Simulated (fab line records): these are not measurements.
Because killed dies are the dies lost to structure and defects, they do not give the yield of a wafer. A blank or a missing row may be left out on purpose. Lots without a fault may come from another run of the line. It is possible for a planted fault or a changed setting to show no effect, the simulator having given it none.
Chamber matching	flow nand_harc	4 sister chambers for NHARC_A_M1_STRIP_18 on rie_diel-12
The step strips in N2/H2. 14 wafers are shown with their chamber, then 7 later ones without.

== EACH WAFER AND ITS CHAMBER ==
wafer	chamber	drypump_motor_current_A (A)	oes_product_au (a.u.)	rf_vpp_V (V)
L075.2	2	5.7	0.979	91.2
L075.3	1	5.8	0.974	90.0
L075.4	0	5.2	0.986	90.0
L077.2	1	5.8	0.971	91.3
L077.4	3	5.4	1.000	90.1
L077.6	2	5.6	0.979	91.1
L079.1	3	5.4	0.999	90.3
L079.2	2	5.6	0.989	89.8
L079.5	1	5.8	0.982	90.4
L080.3	0	5.2	0.998	90.3
L080.5	2	5.7	0.979	91.2
L080.6	3	5.4	1.004	90.3
L082.1	3	5.4	1.013	89.3
L082.3	2	5.6	0.986	91.2

SIGNATURES, as means of the wafers listed above
reading	chamber 0	chamber 1	chamber 2	chamber 3	scatter within a chamber
drypump_motor_current_A	5.200	5.800	5.640	5.400	0.0346
oes_product_au	0.99200	0.97567	0.98240	1.00400	0.00591
rf_vpp_V	90.150	90.567	90.900	90.000	0.56
Rule: a wafer's distance from a chamber is the root of the sum, over the readings, of the square of ((its reading less the chamber's mean) divided by the reading's scatter). The wafer belongs to the nearest chamber; if the next one is less than 2 further off, it can't be placed. The scatter: take each reading less its chamber's mean, square it, sum over the shown wafers, divide by the number of wafers less the number of chambers, and take the root.

== WAFERS WHOSE CHAMBER IS MISSING ==
wafer	drypump_motor_current_A (A)	oes_product_au (a.u.)	rf_vpp_V (V)
L082.5	5.8	0.981	90.5
L090.2	5.6	0.987	91.7
L090.3	5.8	0.988	88.3
L090.6	5.4	0.995	89.3
L094.1	5.8	0.998	90.3
L094.3	5.7	0.991	91.4
L094.6	5.6	0.995	91.1

== EACH ONE'S CHAMBER ==
wafer	from the rows above	in truth
L082.5	1	1
L090.2	2	2
L090.3	1	1
L090.6	3	3
L094.1	can't be placed: 1 or 2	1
L094.3	can't be placed: 2 or 1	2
L094.6	2	2
Correctly placed: 5 of 7. Cannot be placed on the basis of these rows: 2; the candidates contain the true chamber in 2. 0 placed wrongly.
